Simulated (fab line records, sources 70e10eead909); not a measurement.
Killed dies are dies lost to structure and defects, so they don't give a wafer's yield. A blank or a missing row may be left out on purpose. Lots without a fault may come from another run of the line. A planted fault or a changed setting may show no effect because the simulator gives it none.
Chamber matching | flow nand_harc | NHARC_A_STAIRCASE_DESCUM_270 on rie_diel-03: 4 sister chambers
The step chemistry O2, time 3 s. 4 wafers are shown with their chamber, then 7 later ones without.

WAFERS WITH THEIR CHAMBER
wafer  | chamber | showerhead_plenum_p_Torr (Torr)
L077.1 | 3       | 1.91
L083.5 | 0       | 1.85
L089.3 | 2       | 1.81
L089.4 | 1       | 1.90

WAFERS WITHOUT THEIR CHAMBER
wafer  | showerhead_plenum_p_Torr (Torr)
L089.5 | 1.90
L092.2 | 1.84
L092.4 | 1.89
L092.5 | 1.81
L097.2 | 1.89
L097.3 | 1.80
L097.6 | 1.89

WHICH CHAMBER EACH WENT THROUGH
wafer  | from the rows above     | in truth
L089.5 | can't be placed: 1 or 3 | 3
L092.2 | 0                       | 0
L092.4 | can't be placed: 1 or 3 | 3
L092.5 | 2                       | 2
L097.2 | can't be placed: 1 or 3 | 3
L097.3 | 2                       | 2
L097.6 | can't be placed: 1 or 3 | 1
Placed correctly: 3 of 7. Can't be placed from these rows: 4 (the true chamber is among the candidates in 4). Placed wrongly: 0.
How it was worked out, from the rows above alone: a wafer's distance from a chamber is the root of the sum, over the readings, of the square of ((its reading less the chamber's mean) divided by the reading's scatter). The wafer belongs to the nearest chamber; if the next one is less than 2 further off, it can't be placed. A chamber's mean is the mean of its shown wafers. The scatter: with one shown wafer a chamber, the root of the mean of the squares of how far each hidden wafer lies from its nearest shown one.
